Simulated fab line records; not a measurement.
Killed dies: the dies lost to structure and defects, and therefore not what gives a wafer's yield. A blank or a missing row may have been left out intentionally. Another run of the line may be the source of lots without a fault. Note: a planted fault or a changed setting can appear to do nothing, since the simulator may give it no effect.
Problem report, 8D (eight disciplines) form, completed by code + flow nand_harc + the parts of the form that need people (team, actions taken, sign-off) are left out

== 1. THE ISSUE ==
Wafers without a fault read 67, standard deviation 17; killed_dies at NHARC_END_SORT_01 reads a mean of 166 on 2 wafers belonging to 2 lots. Measured from the usual mean, that is +5.8 standard deviations.
First seen on wafer L410.6, day 30 18:00, on prober-02. The record has a number at this step for 15 wafers belonging to 5 lots. The rule behind "out" and "out of limits": a value lying over 4 standard deviations away from the usual mean. The rest of the wafers with a number are treated as sound.

== 2. WHAT IT IS, WHAT IT ISN'T ==
| question                    | is                           | is not                                                              |
|-----------------------------|------------------------------|---------------------------------------------------------------------|
| which readings at this step | killed_dies, killed_at_array | killed_at_other, killed_at_periphery, killed_open, killed_short     |
| which lots                  | L410, L412                   | L400, L401, L404                                                    |
| which wafers of those lots  | L410.6, L412.5               | L410.3, L410.5, L412.4, L412.6                                      |
| read on which gauges        | prober-01, prober-02         | -                                                                   |
| when                        | from day 30 18:00            | up to then (11 sound wafers); but 2 sound wafers of L412 came after |

== 3. WHAT RULES OUT EACH SUSPECT ==
Counting: a tool at a process step up to the reading stays a suspect if it ran every lot that is out. Sound lots after the first of them don't rule it out here, since some wafers of a struck lot are sound.
- the gauge at NHARC_END_SORT_01: ruled out. Those wafers that are out were read across 2 gauges (prober-01, prober-02).
- har_cap_etch-03 at NHARC_A_CONTACT_ETCH_120 (etches the open film in C4F8/O2/Ar, time 190 s, target depth 1850 nm): kept. It ran every lot that is out, first L410 (day 27 21:31); its last sound lot up to then is L401 (day 24 16:19).
- rie_metal-02 at NHARC_THIN_TSV_ETCH_59 (etches the open film in Cl2/BCl3, target depth 880 nm, time 138.1 s): kept. It ran every lot that is out, first L410 (day 30 05:21); its last sound lot up to then is L400 (day 26 17:57).
- Within har_cap_etch-03 at NHARC_A_CONTACT_ETCH_120: the wafers that are out ran in chamber 0; their sound lot-mates ran in chamber 1.
After counting, har_cap_etch-03 at NHARC_A_CONTACT_ETCH_120 and rie_metal-02 at NHARC_THIN_TSV_ETCH_59 remain.

== 4. THE CAUSE (what the simulator had put in) ==
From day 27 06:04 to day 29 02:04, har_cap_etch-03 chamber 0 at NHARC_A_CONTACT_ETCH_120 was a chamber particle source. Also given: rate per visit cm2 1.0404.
Counting left 2 suspects, and this tool is among them.

== 5. THE EFFECT CHAIN, in route order ==
One row per reading whose mean, taken over the struck wafers that have a number, lies over 3 standard deviations from the usual. Only readings for which the record gives a usual standard deviation are gone through. hours: the time from each lot's start at the first step in this table that gives one to its start at this step, as a median over the lots. sigmas: the change in usual standard deviations.
| hours | step              | reading         | usual | on struck wafers | change | sigmas |
|-------|-------------------|-----------------|-------|------------------|--------|--------|
| 0     | NHARC_END_SORT_01 | killed_at_array | 62    | 162              | +100   | +5.5   |
| 0     | NHARC_END_SORT_01 | killed_dies     | 67    | 166              | +98    | +5.8   |

== 6. WHAT WOULD HAVE CAUGHT IT SOONER ==
The first out-of-limits reading at a measuring or inspecting step in this record came at day 30 18:00, 84 hours after the fault's start at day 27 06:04.
Of the tool readings at NHARC_A_CONTACT_ETCH_120 for which the record gives a usual standard deviation, none was out on any struck wafer, so an alarm limit of 4 standard deviations on them would not have fired.
By day 30 18:00, every lot that is out (2) had started NHARC_A_CONTACT_ETCH_120 on har_cap_etch-03. None of them would have been spared by holding the tool at that moment.
